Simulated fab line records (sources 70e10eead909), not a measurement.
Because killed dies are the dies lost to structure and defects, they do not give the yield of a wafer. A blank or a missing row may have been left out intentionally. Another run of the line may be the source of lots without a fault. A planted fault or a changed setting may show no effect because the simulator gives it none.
2 desks, one fault + flow nand-harc + each desk has only its own numbers; what lay behind them comes last

## DESK OF THE TOOL OWNER: har-etch-01
The tool's own readings at NHARC_A_CHANNEL_HOLE_D2_ETCH_20 (etches the open film in C4F8/O2/Ar, time 361.9 s, target depth 1600 nm): means of the sampled wafers that have a number, for each lot that ran on this tool. Marked OUT: a lot whose mean sits more than 4 standard deviations from the usual mean, which makes it out of limits; the brackets give that distance.
Columns: A = drypump-motor-current-A at NHARC_A_CHANNEL_HOLE_D2_ETCH_20, usual 5.67 A; B = he-backside-leak-sccm at NHARC_A_CHANNEL_HOLE_D2_ETCH_20, usual 6.1 sccm; C = showerhead-plenum-p-Torr at NHARC_A_CHANNEL_HOLE_D2_ETCH_20, usual 3.62 Torr; D = throttle-valve-pct at NHARC_A_CHANNEL_HOLE_D2_ETCH_20, usual 32.155 %
| lot  | first seen here | A    | B   | C    | D      |
|------|-----------------|------|-----|------|--------|
| L634 | day 13 09:46    | 5.43 | 5.6 | 3.62 | 32.153 |
| L636 | day 14 08:31    | 5.44 | 5.7 | 3.61 | 32.162 |
| L643 | day 17 09:50    | 5.39 | 6.0 | 3.63 | 32.164 |
| L645 | day 17 18:11    | 5.44 | 6.0 | 3.58 | 32.150 |
| L653 | day 21 08:28    | 5.49 | 6.0 | 3.51 | 32.150 |
| L654 | day 21 23:24    | 5.49 | 6.0 | 3.50 | 32.162 |
| L657 | day 22 07:46    | 5.44 | 6.4 | 3.55 | 32.155 |
This desk's verdict: no lot among the 7 shows anything out of limits.

## THE DEFECT DESK
For each lot, the counts of the inspections along the route, averaged over the sampled wafers that have a number. Marked OUT: a lot whose mean sits more than 4 standard deviations from the usual mean, which makes it out of limits; the brackets give that distance.
Columns: A = raw-defect-count at NHARC_A_CHANNEL_HOLE_D2_INSPECT_40, usual 277
| lot  | first seen here | A              |
|------|-----------------|----------------|
| L634 | day 13 15:19    | 279            |
| L636 | day 14 14:04    | 261            |
| L643 | day 17 15:44    | 720 (+6.3) OUT |
| L645 | day 17 23:45    | 674 (+5.7) OUT |
| L648 | day 19 19:43    | 271            |
| L650 | day 20 04:24    | 244            |
| L652 | day 20 18:07    | 296            |
| L653 | day 21 13:59    | 220            |
| L654 | day 22 04:58    | 302            |
| L657 | day 22 13:20    | 271            |
| L656 | day 22 13:30    | 243            |
This desk finds L643, L645 out of limits, L643 being first, at day 17 15:44 (raw-defect-count at NHARC_A_CHANNEL_HOLE_D2_INSPECT_40). In limits: L634, L636, L648, L650, L652, L653, L654, L657, L656.

## TAKEN TOGETHER
The defect desk could have raised an alarm at day 17 15:44, on L643, L645.
The tool owner's desk saw nothing out of limits.
On record at the tool owner's desk: L643, L645, within its limits.
NHARC_A_CHANNEL_HOLE_D2_ETCH_20 was run on har-etch-01 by each of the lots named.

## WHAT THE SIMULATOR HAD INSERTED
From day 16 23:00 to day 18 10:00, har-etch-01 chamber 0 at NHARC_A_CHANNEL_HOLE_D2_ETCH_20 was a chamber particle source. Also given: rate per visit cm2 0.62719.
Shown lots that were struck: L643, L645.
Hours from the fault's start to each desk's first reading out of limits: the defect desk, 17.
